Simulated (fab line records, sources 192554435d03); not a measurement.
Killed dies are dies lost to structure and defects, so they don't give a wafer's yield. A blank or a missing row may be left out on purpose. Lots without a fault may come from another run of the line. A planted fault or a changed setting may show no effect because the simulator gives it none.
One fault seen from 3 desks | flow n5_finfet | each desk has only its own numbers; what lay behind them comes last

THE TOOL OWNER'S DESK: rie_diel-04
The tool's own readings at N5_BEOL_M0_SAQP_CUT_ETCH_46 (etches SOC in N2/H2, target depth 135 nm, overetch 27 nm, time 202.5 s): means of the sampled wafers that have a number, for each lot that ran on this tool. A lot is out of limits, marked OUT, if its mean lies more than 4 standard deviations from the usual mean; the brackets give that distance.
Columns: A = drypump_motor_current_A at N5_BEOL_M0_SAQP_CUT_ETCH_46, usual 5.8 A; B = rf_vpp_V at N5_BEOL_M0_SAQP_CUT_ETCH_46, usual 523.9 V; C = showerhead_plenum_p_Torr at N5_BEOL_M0_SAQP_CUT_ETCH_46, usual 2.55 Torr; D = temp_c at N5_BEOL_M0_SAQP_CUT_ETCH_46, usual 39.98 C; E = throttle_valve_pct at N5_BEOL_M0_SAQP_CUT_ETCH_46, usual 17.86 %
lot  | first seen here | A   | B     | C    | D     | E
L311 | day 8 08:53     | 5.7 | 525.0 | 2.53 | 39.93 | 17.82
L313 | day 8 22:00     | 5.8 | 521.7 | 2.50 | 39.95 | 17.99
L314 | day 9 05:37     | 5.8 | 522.1 | 2.50 | 40.07 | 18.00
This desk's finding: nothing out of limits on any of the 3 lots.

THE METROLOGY DESK
What the gauges read, lot by lot, whatever tool the lot ran on: means of the sampled wafers that have a number. A lot is out of limits, marked OUT, if its mean lies more than 4 standard deviations from the usual mean; the brackets give that distance. Of its 12 readings 7 are shown: those that lie furthest out on some lot.
Columns: A = M0_CUT1_OVL at N5_BEOL_M0_SAQP_OVL_MEAS_41, usual 0.3 nm; B = DIBL_P at N5_BEOL_M4_RC_MEAS_101, usual 37.2 mV/V; C = IOFF_N at N5_BEOL_M4_RC_MEAS_101, usual 0.17 nA/um; D = ION_N at N5_BEOL_M4_RC_MEAS_101, usual 680 uA/um; E = SS_N at N5_BEOL_M4_RC_MEAS_101, usual 71.7 mV/dec; F = VT_N at N5_BEOL_M4_RC_MEAS_101, usual 248.9 mV; G = VT_P at N5_BEOL_M4_RC_MEAS_101, usual -251 mV
lot  | first seen here | A    | B    | C    | D   | E    | F     | G
L301 | day 6 23:50     | -0.1 | 39.1 | 0.17 | 684 | 71.6 | 248.9 | -250
L311 | day 8 08:40     | -0.7 | 37.9 | 0.16 | 665 | 71.5 | 251.2 | -254
L313 | day 8 21:48     | 0.2  | 41.1 | 0.21 | 684 | 72.2 | 246.5 | -250
L314 | day 9 05:17     | 0.4  | 35.2 | 0.13 | 681 | 70.6 | 253.7 | -253
L323 | day 11 09:19    | -0.3 | 37.2 | 0.16 | 672 | 72.0 | 249.6 | -250
L324 | day 11 18:04    | 0.5  | 35.4 | 0.17 | 680 | 71.6 | 247.4 | -246
This desk's finding: nothing out of limits on any of the 6 lots.

THE DEFECT DESK
What the inspections along the route counted, lot by lot: means of the sampled wafers that have a number. A lot is out of limits, marked OUT, if its mean lies more than 4 standard deviations from the usual mean; the brackets give that distance.
Columns: A = raw_defect_count at N5_BEOL_M0_SAQP_INSPECT_42, usual 277
lot  | first seen here | A
L301 | day 6 23:55     | 233
L311 | day 8 08:46     | 190
L313 | day 8 21:53     | 342
L314 | day 9 05:23     | 255
L323 | day 11 09:25    | 289
L324 | day 11 18:08    | 221
This desk's finding: nothing out of limits on any of the 6 lots.

PUT TOGETHER
The tool owner's desk saw nothing out of limits.
The metrology desk saw nothing out of limits.
The defect desk saw nothing out of limits.

WHAT THE SIMULATOR HAD PUT IN
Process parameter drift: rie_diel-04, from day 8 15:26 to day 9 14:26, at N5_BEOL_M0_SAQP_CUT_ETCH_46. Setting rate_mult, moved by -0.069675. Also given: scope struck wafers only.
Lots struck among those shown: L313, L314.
